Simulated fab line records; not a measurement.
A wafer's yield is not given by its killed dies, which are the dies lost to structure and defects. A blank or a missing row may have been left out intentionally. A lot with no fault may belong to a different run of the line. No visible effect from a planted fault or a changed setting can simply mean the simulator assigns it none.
Chamber matching | flow nand-harc | NHARC_A_BONDPAD_ETCH_34 on rie-diel-07 has 3 sister chambers
The step etches the open film in N2/H2, target depth 60 nm, overetch 18 nm, time 65.91 s. 16 wafers are shown with their chamber, then 6 later ones without.

== WAFERS WITH THEIR CHAMBER ==
wafer  | chamber | rf-fwd-power-W (W) | rf-vpp-V (V) | oes-product-au (a.u.)
L559.1 | 1       | 395.5              | 430.0        | 1.004
L559.3 | 3       | 399.4              | 429.9        | 0.997
L559.4 | 2       | 393.8              | 428.1        | 1.001
L564.1 | 2       | 394.6              | 429.0        | 1.005
L564.2 | 1       | 396.5              | 432.1        | 0.998
L564.3 | 3       | 399.0              | 429.8        | 0.990
L563.1 | 3       | 398.1              | 430.0        | 0.995
L563.5 | 3       | 398.4              | 429.4        | 0.999
L563.6 | 2       | 392.8              | 428.4        | 1.011
L565.3 | 3       | 400.2              | 427.7        | 1.003
L565.4 | 2       | 395.3              | 427.2        | 1.012
L565.6 | 3       | 398.4              | 430.6        | 1.008
L572.2 | 3       | 396.9              | 430.0        | 0.991
L572.4 | 2       | 394.1              | 427.3        | 0.999
L572.5 | 2       | 394.7              | 428.0        | 1.003
L576.2 | 2       | 393.5              | 425.9        | 1.020

SIGNATURES (means of the wafers above)
reading        | chamber 1 | chamber 2 | chamber 3 | scatter within a chamber
rf-fwd-power-W | 396.000   | 394.114   | 398.629   | 0.931
rf-vpp-V       | 431.050   | 427.700   | 429.629   | 1.01
oes-product-au | 1.00100   | 1.00729   | 0.99757   | 0.00677
Rule: for each reading, subtract the chamber's mean from the wafer's reading, divide by that reading's scatter and square the result; add these up over the readings and take the root, which gives the wafer's distance from the chamber. If the next closest chamber is less than 2 further off than the closest, the wafer can't be placed; otherwise it belongs to the closest. The scatter: the root of (the sum of the squares of (reading less its chamber's mean) over the shown wafers, divided by (wafers less chambers)).

== WAFERS WITHOUT THEIR CHAMBER ==
wafer  | rf-fwd-power-W (W) | rf-vpp-V (V) | oes-product-au (a.u.)
L576.5 | 395.5              | 432.1        | 0.990
L577.1 | 393.6              | 427.1        | 1.013
L577.5 | 394.9              | 430.3        | 0.998
L577.6 | 393.8              | 427.3        | 1.014
L582.3 | 398.0              | 430.7        | 1.000
L582.4 | 398.6              | 429.6        | 1.000

== CHAMBER TAKEN BY EACH ==
wafer  | from the rows above     | in truth
L576.5 | 1                       | 1
L577.1 | 2                       | 2
L577.5 | can't be placed: 1 or 2 | 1
L577.6 | 2                       | 2
L582.3 | can't be placed: 3 or 1 | 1
L582.4 | 3                       | 3
4 of 6 placed correctly. Not placeable from these rows: 2 (in 2, the candidates include the true chamber). Number placed wrongly: 0.
